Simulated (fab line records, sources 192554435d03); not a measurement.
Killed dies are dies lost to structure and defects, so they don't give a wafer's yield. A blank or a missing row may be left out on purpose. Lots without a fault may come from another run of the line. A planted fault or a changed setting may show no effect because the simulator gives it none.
Chamber matching | flow n5_finfet | N5_BEOL_M13_ETCH_38 on rie_diel-01: 4 sister chambers
The step etches SiCN in CF4/N2, target depth 67.5 nm, time 71.9 s. 4 wafers are shown with their chamber, then 9 later ones without.

WAFERS WITH THEIR CHAMBER
wafer  | chamber | showerhead_plenum_p_Torr (Torr)
L079.6 | 3       | 2.09
L083.2 | 0       | 2.19
L083.3 | 1       | 2.18
L083.5 | 2       | 2.27

WAFERS WITHOUT THEIR CHAMBER
wafer  | showerhead_plenum_p_Torr (Torr)
L085.1 | 2.27
L085.2 | 2.19
L085.3 | 2.18
L085.4 | 2.18
L085.5 | 2.19
L085.6 | 2.27
L092.4 | 2.17
L092.5 | 2.26
L092.6 | 2.09

WHICH CHAMBER EACH WENT THROUGH
wafer  | from the rows above | in truth
L085.1 | 2                   | 2
L085.2 | 0                   | 0
L085.3 | 1                   | 1
L085.4 | 1                   | 1
L085.5 | 0                   | 0
L085.6 | 2                   | 2
L092.4 | 1                   | 1
L092.5 | 2                   | 2
L092.6 | 3                   | 3
Placed correctly: 9 of 9. Can't be placed from these rows: 0. Placed wrongly: 0.
How it was worked out, from the rows above alone: a wafer's distance from a chamber is the root of the sum, over the readings, of the square of ((its reading less the chamber's mean) divided by the reading's scatter). The wafer belongs to the nearest chamber; if the next one is less than 2 further off, it can't be placed. A chamber's mean is the mean of its shown wafers. The scatter: with one shown wafer a chamber, the root of the mean of the squares of how far each hidden wafer lies from its nearest shown one.
